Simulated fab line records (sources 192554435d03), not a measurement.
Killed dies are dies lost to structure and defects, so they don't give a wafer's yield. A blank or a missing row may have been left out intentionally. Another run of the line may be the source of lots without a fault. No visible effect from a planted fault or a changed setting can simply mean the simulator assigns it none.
Which tool is to blame? + flow n5 finfet + 8 lots with 24 wafers sampled at 7 steps, on a route of 1938 steps

== WHAT THE GAUGES READ, wafer by wafer ==
N5_MOL_CONTACT_COAG_CD_MEAS_137 targets a cd of 16 nm.
| lot  | measured     | on        | cd nm (nm)     |
|------|--------------|-----------|----------------|
| L745 | day 6 11:20  | cd sem-01 | 15.3 15.5 15.9 |
| L746 | day 6 14:20  | cd sem-03 | 15.7 15.8 15.9 |
| L750 | day 7 14:30  | cd sem-02 | - - -          |
| L751 | day 8 06:00  | cd sem-02 | - - -          |
| L752 | day 8 08:01  | cd sem-01 | - - -          |
| L760 | day 10 04:07 | cd sem-01 | 15.4 15.9 15.5 |
| L761 | day 10 16:56 | cd sem-01 | 15.5 16.2 15.2 |
| L762 | day 10 20:11 | cd sem-03 | 15.9 15.8 15.7 |

N5_BEOL_M4_RC_MEAS_101.
| lot  | measured     | on        | DIBL_N (mV/V)  | DIBL_P (mV/V)  | IOFF_N (nA/um) | IOFF_P (nA/um) | ION_N (uA/um) | ION_P (uA/um) | SS_N (mV/dec)  | SS_P (mV/dec)  | VT_N (mV)   | VT_P (mV)      |
|------|--------------|-----------|----------------|----------------|----------------|----------------|---------------|---------------|----------------|----------------|-------------|----------------|
| L745 | day 9 03:44  | prober-01 | 34.9 39.3 35.5 | 34.7 39.6 34.9 | 0.13 0.22 0.14 | 0.16 0.25 0.16 | 665 680 663   | 454 461 449   | 70.6 72.3 71.7 | 72.8 73.9 73.0 | 255 249 251 | -254 -249 -255 |
| L746 | day 9 11:25  | prober-01 | 36.3 33.8 38.1 | 35.4 32.8 38.9 | 0.17 0.13 0.24 | 0.21 0.16 0.27 | 660 655 694   | 449 454 462   | 72.2 71.0 71.6 | 73.8 72.8 74.5 | 251 255 244 | -250 -252 -245 |
| L760 | day 13 09:29 | prober-02 | 35.5 34.2 37.4 | 35.2 34.1 36.8 | 0.15 0.12 0.19 | 0.21 0.18 0.22 | 669 669 668   | 460 459 456   | 72.0 71.5 73.1 | 72.5 72.3 73.3 | 250 255 247 | -250 -251 -249 |
| L761 | day 13 12:19 | prober-02 | 35.4 37.1 35.8 | 36.3 36.9 36.5 | 0.14 0.15 0.14 | 0.18 0.18 0.18 | 678 657 663   | 464 441 458   | 70.8 71.9 71.3 | 73.9 73.3 73.5 | 252 253 250 | -254 -256 -256 |
| L762 | day 13 16:30 | prober-01 | 36.7 37.6 35.3 | 36.9 36.4 34.9 | 0.18 0.17 0.13 | 0.19 0.18 0.17 | 676 668 651   | 455 445 452   | 71.4 71.6 70.8 | 74.0 73.9 72.3 | 246 247 251 | -254 -255 -256 |

== WHICH TOOL RAN EACH LOT (tool, then ch and the chambers of the sampled wafers, then the start) ==
| lot  | N5_MOL_CONTACT_COAG_ETCHBACK_132   | N5_MOL_CONTACT_COAG_ETCH_91        | N5_MOL_CONTACT_COAG_ETCHBACK_135   | N5_MOL_CONTACT_COAG_STRIP_96       | N5_MOL_CONTACT_COAG_STRIP_119        |
|------|------------------------------------|------------------------------------|------------------------------------|------------------------------------|--------------------------------------|
| L745 | rie diel-05 ch 0,1, day 6 10:50    | rie diel-05 ch 0,1, day 6 10:52    | rie diel-05 ch 0,1, day 6 10:58    | rie diel-05 ch 0,1, day 6 11:04    | plasma asher-01 ch 0,1, day 6 11:11  |
| L746 | rie diel-04 ch 0,1,2, day 6 13:50  | rie diel-04 ch 0,1,2, day 6 13:53  | rie diel-04 ch 0,1,2, day 6 13:58  | rie diel-04 ch 0,1,2, day 6 14:04  | plasma asher-01 ch 0,1, day 6 14:11  |
| L750 | rie diel-05 ch 2,3, day 7 14:01    | rie diel-05 ch 2,3, day 7 14:02    | rie diel-05 ch 2,3, day 7 14:08    | rie diel-05 ch 2,3, day 7 14:14    | plasma asher-01 ch 0,1, day 7 14:21  |
| L751 | rie diel-04 ch 0,3, day 8 05:27    | rie diel-04 ch 0,3, day 8 05:29    | rie diel-04 ch 0,3, day 8 05:35    | rie diel-04 ch 0,3, day 8 05:41    | plasma asher-01 ch 0,1, day 8 05:52  |
| L752 | rie diel-04 ch 0,2, day 8 07:31    | rie diel-04 ch 0,2, day 8 07:33    | rie diel-04 ch 0,2, day 8 07:38    | rie diel-04 ch 0,2, day 8 07:44    | plasma asher-02 ch 0,1, day 8 07:52  |
| L760 | rie diel-04 ch 0,2,3, day 10 03:37 | rie diel-04 ch 0,2,3, day 10 03:40 | rie diel-04 ch 0,2,3, day 10 03:45 | rie diel-04 ch 0,2,3, day 10 03:51 | plasma asher-01 ch 0,1, day 10 03:58 |
| L761 | rie diel-05 ch 1,2,3, day 10 16:26 | rie diel-05 ch 1,2,3, day 10 16:28 | rie diel-05 ch 1,2,3, day 10 16:34 | rie diel-05 ch 1,2,3, day 10 16:40 | plasma asher-02 ch 0,1, day 10 16:49 |
| L762 | rie diel-05 ch 2,3, day 10 19:41   | rie diel-05 ch 2,3, day 10 19:43   | rie diel-05 ch 2,3, day 10 19:48   | rie diel-05 ch 2,3, day 10 19:54   | plasma asher-02 ch 0,1, day 10 20:01 |
- N5_MOL_CONTACT_COAG_ETCHBACK_132: etches SiO2 in CHF3, target depth 10 nm, time 6.7 s.
- N5_MOL_CONTACT_COAG_ETCH_91: etches SOC in N2/H2, target depth 60 nm, overetch 21 nm, time 101.2 s.
- N5_MOL_CONTACT_COAG_ETCHBACK_135: etches SiO2 in CHF3, target depth 25 nm, time 16.7 s.
- N5_MOL_CONTACT_COAG_STRIP_96: strips in N2/H2.
- N5_MOL_CONTACT_COAG_STRIP_119: strips in N2/H2, time 30 s.

== AS READ BY THE TOOLS THEMSELVES (means over the sampled wafers that have a number; for cases with no such wafer, the mark the record gives instead) ==
N5_MOL_CONTACT_COAG_ETCHBACK_132.
| lot  | tool        | CHF3_flow_sccm (sccm) | bias w (W) | chamber pressure mTorr (mTorr) | drypump motor current A (A) | oes_f_703_au (a.u.) | oes product au (a.u.) | rf vpp V (V) | showerhead plenum p Torr (Torr) | throttle valve pct (%) |
|------|-------------|-----------------------|------------|--------------------------------|-----------------------------|---------------------|-----------------------|--------------|---------------------------------|------------------------|
| L745 | rie diel-05 | 49.96                 | 169.7      | 30.002                         | 5.8                         | 0.74                | 0.74                  | 512          | 2.47                            | 18.74                  |
| L746 | rie diel-04 | 49.93                 | 170.2      | 29.978                         | 5.5                         | 0.76                | 0.76                  | 518          | 2.44                            | 18.68                  |
| L750 | rie diel-05 | -                     | -          | -                              | -                           | -                   | -                     | -            | -                               | -                      |
| L751 | rie diel-04 | -                     | -          | -                              | -                           | -                   | -                     | -            | -                               | -                      |
| L752 | rie diel-04 | -                     | -          | -                              | -                           | -                   | -                     | -            | -                               | -                      |
| L760 | rie diel-04 | 49.95                 | 169.9      | 30.005                         | 5.6                         | 0.78                | 0.80                  | 523          | 2.39                            | 18.68                  |
| L761 | rie diel-05 | 49.98                 | 170.3      | 29.979                         | 5.7                         | 0.78                | 0.78                  | 520          | 2.32                            | 18.78                  |
| L762 | rie diel-05 | 50.00                 | 169.8      | 30.002                         | 5.5                         | 0.76                | 0.77                  | 520          | 2.23                            | 18.72                  |

N5_MOL_CONTACT_COAG_ETCH_91.
| lot  | tool        | chamber pressure mTorr (mTorr) | drypump motor current A (A) | oes product au (a.u.) | rf vpp V (V) | showerhead plenum p Torr (Torr) | throttle valve pct (%) |
|------|-------------|--------------------------------|-----------------------------|-----------------------|--------------|---------------------------------|------------------------|
| L745 | rie diel-05 | 29.986                         | 5.8                         | 0.63                  | 527          | 2.64                            | 17.81                  |
| L746 | rie diel-04 | 29.974                         | 5.5                         | 0.64                  | 526          | 2.63                            | 17.97                  |
| L750 | rie diel-05 | 29.972                         | 5.5                         | 0.32                  | 520          | 2.44                            | 17.86                  |
| L751 | rie diel-04 | 30.001                         | 5.9                         | 0.35                  | 524          | 2.56                            | 17.42                  |
| L752 | rie diel-04 | 29.994                         | 5.4                         | 0.28                  | 524          | 2.59                            | 18.15                  |
| L760 | rie diel-04 | 30.003                         | 5.7                         | 0.68                  | 524          | 2.57                            | 17.87                  |
| L761 | rie diel-05 | 30.003                         | 5.7                         | 0.65                  | 522          | 2.48                            | 17.90                  |
| L762 | rie diel-05 | 30.012                         | 5.5                         | 0.65                  | 519          | 2.38                            | 17.85                  |

N5_MOL_CONTACT_COAG_ETCHBACK_135.
| lot  | tool        | CHF3_flow_sccm (sccm) | bias w (W) | chamber pressure mTorr (mTorr) | drypump motor current A (A) | oes_f_703_au (a.u.) | oes product au (a.u.) | rf vpp V (V) | showerhead plenum p Torr (Torr) | throttle valve pct (%) |
|------|-------------|-----------------------|------------|--------------------------------|-----------------------------|---------------------|-----------------------|--------------|---------------------------------|------------------------|
| L745 | rie diel-05 | 50.06                 | 169.7      | 30.013                         | 5.8                         | 0.74                | 0.74                  | 512          | 2.47                            | 18.72                  |
| L746 | rie diel-04 | 50.04                 | 170.1      | 29.993                         | 5.5                         | 0.76                | 0.76                  | 518          | 2.44                            | 18.68                  |
| L750 | rie diel-05 | 49.98                 | 170.5      | 29.990                         | 5.5                         | 0.89                | 0.88                  | 514          | 2.30                            | 18.78                  |
| L751 | rie diel-04 | 50.00                 | 170.1      | 30.015                         | 5.9                         | 0.88                | 0.92                  | 530          | 2.40                            | 18.44                  |
| L752 | rie diel-04 | 49.96                 | 169.4      | 29.993                         | 5.4                         | 0.74                | 0.74                  | 516          | 2.40                            | 18.86                  |
| L760 | rie diel-04 | 50.10                 | 170.3      | 29.988                         | 5.7                         | 0.78                | 0.80                  | 523          | 2.39                            | 18.69                  |
| L761 | rie diel-05 | 49.97                 | 170.0      | 29.995                         | 5.7                         | 0.78                | 0.78                  | 520          | 2.32                            | 18.78                  |
| L762 | rie diel-05 | 49.94                 | 170.3      | 30.005                         | 5.5                         | 0.77                | 0.78                  | 521          | 2.23                            | 18.72                  |

N5_MOL_CONTACT_COAG_STRIP_96.
| lot  | tool        | chamber pressure mTorr (mTorr) | drypump motor current A (A) | oes product au (a.u.) | rf vpp V (V) | showerhead plenum p Torr (Torr) | throttle valve pct (%) |
|------|-------------|--------------------------------|-----------------------------|-----------------------|--------------|---------------------------------|------------------------|
| L745 | rie diel-05 | 49.99                          | 5.8                         | 0.75                  | 123.2        | 3.48                            | 18.8                   |
| L746 | rie diel-04 | 50.00                          | 5.4                         | 0.77                  | 122.2        | 3.47                            | 19.1                   |
| L750 | rie diel-05 | 50.00                          | 5.5                         | 0.87                  | 120.7        | 3.23                            | 19.2                   |
| L751 | rie diel-04 | 50.05                          | 5.9                         | 0.93                  | 122.3        | 3.38                            | 18.6                   |
| L752 | rie diel-04 | 50.03                          | 5.4                         | 0.75                  | 123.3        | 3.42                            | 19.5                   |
| L760 | rie diel-04 | 49.97                          | 5.7                         | 0.81                  | 121.3        | 3.39                            | 19.1                   |
| L761 | rie diel-05 | 49.99                          | 5.8                         | 0.79                  | 121.1        | 3.28                            | 19.0                   |
| L762 | rie diel-05 | 49.96                          | 5.5                         | 0.78                  | 119.5        | 3.14                            | 19.0                   |

N5_MOL_CONTACT_COAG_STRIP_119.
| lot  | tool            | drypump motor current A (A) | heater power w (W) |
|------|-----------------|-----------------------------|--------------------|
| L745 | plasma asher-01 | 5.55                        | 331                |
| L746 | plasma asher-01 | 5.55                        | 336                |
| L750 | plasma asher-01 | 5.42                        | 354                |
| L751 | plasma asher-01 | 5.42                        | 354                |
| L752 | plasma asher-02 | 5.61                        | 337                |
| L760 | plasma asher-01 | 5.42                        | 353                |
| L761 | plasma asher-02 | 5.56                        | 346                |
| L762 | plasma asher-02 | 5.58                        | 339                |

== THE ANSWER, worked out from the rows above alone ==
Rule: usual is defined by the lots themselves. The widest of any qualifying gaps counts: lots, ordered by their means at a reading, are off when they make up no more than a third of the lots, leave a main group of 4 or more, and stand apart from it by 3 or more times the standard deviation of that group's means. A main group is skipped when, at the precision printed for the reading in the tables above, its means are all equal. A lot without any number at a reading at which 4 lots or more have one is off too. The other lots that the step has rows for count as sound. First the gauges in route order, then the tools' own readings, where a lot's mean is used as printed above. The first step at which some lot is off is used, and at that step the reading that is off furthest; a lot without a number counts as furthest.
Off: L750, L751, L752 (N5_MOL_CONTACT_COAG_CD_MEAS_137, cd nm). Without a number there: L750, L751, L752. The main group: mean 15.7 nm, standard deviation 0.1.
If a tool, at a process step before that reading, ran all the lots that are off and no sound lot after the first of them, it fits. Not tried: the gauges at N5_MOL_CONTACT_COAG_CD_MEAS_137; whatever is off there is also off at N5_MOL_CONTACT_COAG_ETCHBACK_132, on other tools, and gauge error can't account for it. Not one of the candidates tried fits.

== WHAT HAD BEEN PUT IN BY THE SIMULATOR ==
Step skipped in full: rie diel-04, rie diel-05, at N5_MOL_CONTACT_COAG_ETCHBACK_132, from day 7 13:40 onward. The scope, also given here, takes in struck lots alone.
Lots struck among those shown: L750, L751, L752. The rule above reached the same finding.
